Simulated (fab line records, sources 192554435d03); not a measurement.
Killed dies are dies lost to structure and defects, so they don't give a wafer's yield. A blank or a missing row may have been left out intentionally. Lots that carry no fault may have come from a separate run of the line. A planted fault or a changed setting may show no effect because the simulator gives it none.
Comparing a struck lot with a sound one | flow n5Finfet | 25 out of 1938 route steps
Sound: these wafers, L201.1, L201.3, L201.4. Wafers struck: L189.1, L189.4, L189.5. The cause is given at the end.
For every step that has rows: the tool of each side, followed by ch and its chambers, followed by its first start. Under that, the readings that differ: sound wafers | struck wafers | difference of the means | sigmas: that difference in standard deviations of wafers without a fault.
alike: words and numbers the same on both sides, and readings whose means are apart by under 2 such deviations; not compared: readings that were withheld, readings missing a value for some wafer, numbers with overlapping values and no deviation given by the record, and bounds like >300 which may hide the same value.
The two part at a step that has a row with sigmas, a row that says differs or no value, or rows on one side only. Numbers that have no deviation but don't overlap get no sigmas and don't part them. A reading that every wafer of one side lacks parts them only if that side has two wafers or more.

first, 12 steps without rows for these wafers: N5_FIN_SAQP_DESCUM_21 (chemistry O2, time 7.9 s); N5_FIN_SAQP_ETCH_51 (etches SiARC in CF4, target depth 45.5 nm, time 75.8 s); N5_FIN_SAQP_ETCH_52 (etches SOC in N2/H2, target depth 100 nm, overetch 20 nm, time 150 s); N5_FIN_SAQP_STRIP_53 (strips in N2/H2); N5_FIN_SAQP_HM_OPEN_73 (chemistry CHF3/O2, target SiO2, stops on a-Si, target depth 12 nm, time 16.8 s); N5_FIN_SAQP_STRIP_74 (strips in CHF3/O2); N5_FIN_SAQP_MANDREL_ETCH_22 (etches a-Si in HBr/Cl2, stops on SiNx, target depth 60 nm, bt time 10 s, time 30 s); N5_FIN_SAQP_STRIP_55 (strips in N2/H2); N5_FIN_SAQP_STRIP_23 (strips in SPM, time 750 s); N5_FIN_SAQP_SRD_66 (time 30 s); N5_FIN_SAQP_RECESS_75 (chemistry HF/NH3, target SiO2, target depth 14.4 nm, afs cycles 3, sublimation time 60 s); N5_FIN_SAQP_SPACER1_ALD_24 (deposits SiO2, target thk 20.3 nm, pulse time 1 s, purge time 2 s).
N5_FIN_SAQP_SPACER1_ETCHBACK_25: etches SiO2 in CHF3/O2, target depth 24.4 nm, time 12.2 s.
  sound on rieDiel-05 ch 0,1,3, day 6 07:37; struck on rieDiel-03 ch 1,3, day 3 07:04
  no value came back on the struck wafers for any of 9 readings (CHF3_flow_sccm (sccm), O2_flow_sccm (sccm) and others); on the sound wafers CHF3_flow_sccm (sccm) reads 50.09 49.98 49.85
reading                                          | sound | struck         | difference | sigmas
model.SiO2_of_FIN_SAQP_SPACER1_ALD_24.thkNm (nm) | 0 0 0 | 20.2 20.2 20.4 | +20.3      | 
N5_FIN_SAQP_MANDREL1_REMOVE_56: chemistry HBr/Cl2/O2, target a-Si, stops on SiNx, bt time 10 s.
  sound on rieSi-03 ch 0,1,2, day 6 07:43; struck on rieSi-06 ch 0,1,3, day 3 07:10
reading             | sound             | struck            | difference | sigmas
oesProductAu (a.u.) | 1.024 1.017 0.992 | 0.363 0.375 0.380 | -0.638     | -40
  alike: chamberPressureMTorr, drypumpMotorCurrentA, mfcCl2Sccm, throttleValvePct
  not compared: rfHoursCounterH
N5_FIN_SAQP_CD_MEAS_27 targets a cd of 20 nm.
  sound on cdSem-02 ch 0, day 6 07:49; struck on cdSem-02 ch 0, day 3 07:16
reading   | sound             | struck | difference                    | sigmas
cdNm (nm) | 19.97 20.10 19.96 | - - -  | no value on the struck wafers | 
N5_FIN_SAQP_ETCH_57: etches SiNx in CH3F/O2, target depth 32.5 nm, time 46.4 s.
  sound on rieDiel-01 ch 1,2,3, day 6 08:17; struck on rieDiel-03 ch 0,3, day 3 07:19
reading             | sound          | struck            | difference | sigmas
etchRfOnTimeS (s)   | 45.8 45.6 47.3 | 116.0 116.0 116.0 | +69.8      | +63
oesProductAu (a.u.) | 0.60 0.69 0.59 | 0.28 0.32 0.28    | -0.33      | -5
  alike: chamberPressureMTorr, drypumpMotorCurrentA, rfVppV, showerheadPlenumPTorr, throttleValvePct
  not compared: rfHoursCounterH
then, 1 step without rows for these wafers: N5_FIN_SAQP_ETCH_65 (etches SiO2 in CF4, target depth 4 nm, time 4.4 s).
N5_FIN_SAQP_MANDREL_ETCH_58: etches a-Si in HBr/Cl2, stops on SiNx, target depth 45 nm, bt time 10 s, time 27 s.
  sound on rieSi-05 ch 1,2,3, day 6 08:26; struck on rieSi-03 ch 2,3, day 3 07:28
reading              | sound             | struck            | difference | sigmas
oesProductAu (a.u.)  | 0.711 0.696 0.718 | 0.312 0.327 0.318 | -0.389     | -30
throttleValvePct (%) | 35.8 34.8 35.4    | 36.6 36.7 36.5    | +1.3       | +3
  alike: chamberPressureMTorr, drypumpMotorCurrentA, mfcCl2Sccm
  not compared: rfHoursCounterH
then, 2 steps without rows for these wafers: N5_FIN_SAQP_RECESS_63 (chemistry HF/NH3, target SiO2, target depth 18 nm, afs cycles 3, sublimation time 60 s); N5_FIN_SAQP_COAT_68 (time 60 s, resist thk 100 nm).
N5_FIN_SAQP_ETCH_69: etches SOC in N2/H2, stops on SiNx, target depth 150 nm.
  sound on rieDiel-05 ch 0,2,3, day 6 08:58; struck on rieDiel-01 ch 0,1, day 3 07:59
reading              | sound          | struck         | difference | sigmas
oesProductAu (a.u.)  | 0.69 0.96 0.89 | 0.26 0.27 0.27 | -0.58      | -7
throttleValvePct (%) | 17.9 17.0 17.4 | 18.1 18.3 18.3 | +0.8       | +2
  alike: chamberPressureMTorr, drypumpMotorCurrentA, rfVppV, showerheadPlenumPTorr
  not compared: rfHoursCounterH
N5_FIN_SAQP_ETCH_67: etches SiNx in CH3F/O2, target depth 30 nm.
  sound on rieDiel-05 ch 0,2,3, day 6 09:01; struck on rieDiel-01 ch 0,1, day 3 08:02
reading             | sound          | struck         | difference | sigmas
oesProductAu (a.u.) | 0.68 0.97 0.91 | 0.27 0.27 0.28 | -0.58      | -7
  alike: chamberPressureMTorr, drypumpMotorCurrentA, rfVppV, showerheadPlenumPTorr, throttleValvePct
  not compared: rfHoursCounterH
then, 1 step without rows for these wafers: N5_FIN_SAQP_STRIP_70 (strips in N2/H2).
N5_BEOL_M4_RC_MEAS_101:
  the record has rows for the sound wafers here (prober-01 ch 0, day 12 19:22) and none for the struck ones
-- a jump in the record: the struck wafers' starts before and after are 10 days apart (it breaks off in module BEOL_M4 and resumes in module PASSIVATION, where the first step shown is number 1936 of the route) --
N5_PASSIVATION_PROBE_49:
  sound on prober-02 at day 17 13:36; struck on prober-02 at day 13 19:19
reading                 | sound          | struck         | difference | sigmas
defectLimitedYield (%)  | 92.5 88.4 91.9 | 0 0 0          | -91        | -65
killedAtFrontEnd        | 45 42 38       | 1128 1122 1124 | +1083      | +98
killedDies              | 89 137 95      | 1180 1180 1180 | +1073      | +67
killedOnRim             | 5 13 12        | 152 152 152    | +142       | +36
sort_bin_5_function (%) | 4.8 5.9 4.4    | 96.1 96.4 97.1 | +91.5      | +99 or more
sortNPass               | 1090 1043 1085 | 0 0 0          | -1073      | -38
sortYieldPct (%)        | 92.4 88.4 91.9 | 0 0 0          | -91        | -38
  alike: killed_at_M0_to_M3, killed_at_M4_up, killedAtContacts, killedAtOther, killedOpen, killedShort, sort_bin_6_memory, sort_bin_8_speed

WHERE THEY PART
At N5_FIN_SAQP_SPACER1_ETCHBACK_25 first; at N5_PASSIVATION_PROBE_49 last (within this record only).

WHY: what had been put in by the simulator
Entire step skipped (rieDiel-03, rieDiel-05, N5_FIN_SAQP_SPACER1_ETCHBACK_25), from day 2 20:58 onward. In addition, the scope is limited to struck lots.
